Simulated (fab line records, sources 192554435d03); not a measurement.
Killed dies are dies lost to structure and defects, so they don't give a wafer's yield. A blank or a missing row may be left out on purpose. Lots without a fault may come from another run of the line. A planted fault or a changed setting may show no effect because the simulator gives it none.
Chamber matching | flow n5_finfet | N5_BEOL_M5_ETCH_62 on rie_diel-03: 4 sister chambers
The step etches SOC in N2/H2, target depth 75 nm, overetch 15 nm, time 112.5 s. 4 wafers are shown with their chamber, then 9 later ones without.

WAFERS WITH THEIR CHAMBER
wafer  | chamber | showerhead_plenum_p_Torr (Torr)
L089.5 | 1       | 2.59
L090.1 | 0       | 2.41
L090.3 | 3       | 2.45
L090.4 | 2       | 2.43

WAFERS WITHOUT THEIR CHAMBER
wafer  | showerhead_plenum_p_Torr (Torr)
L094.1 | 2.42
L094.5 | 2.41
L094.6 | 2.58
L096.1 | 2.42
L096.4 | 2.58
L096.5 | 2.42
L097.1 | 2.58
L097.3 | 2.42
L097.5 | 2.58

WHICH CHAMBER EACH WENT THROUGH
wafer  | from the rows above     | in truth
L094.1 | can't be placed: 0 or 2 | 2
L094.5 | 0                       | 0
L094.6 | 1                       | 1
L096.1 | can't be placed: 0 or 2 | 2
L096.4 | 1                       | 1
L096.5 | can't be placed: 0 or 2 | 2
L097.1 | 1                       | 1
L097.3 | can't be placed: 0 or 2 | 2
L097.5 | 1                       | 1
Placed correctly: 5 of 9. Can't be placed from these rows: 4 (the true chamber is among the candidates in 4). Placed wrongly: 0.
How it was worked out, from the rows above alone: a wafer's distance from a chamber is the root of the sum, over the readings, of the square of ((its reading less the chamber's mean) divided by the reading's scatter). The wafer belongs to the nearest chamber; if the next one is less than 2 further off, it can't be placed. A chamber's mean is the mean of its shown wafers. The scatter: with one shown wafer a chamber, the root of the mean of the squares of how far each hidden wafer lies from its nearest shown one.
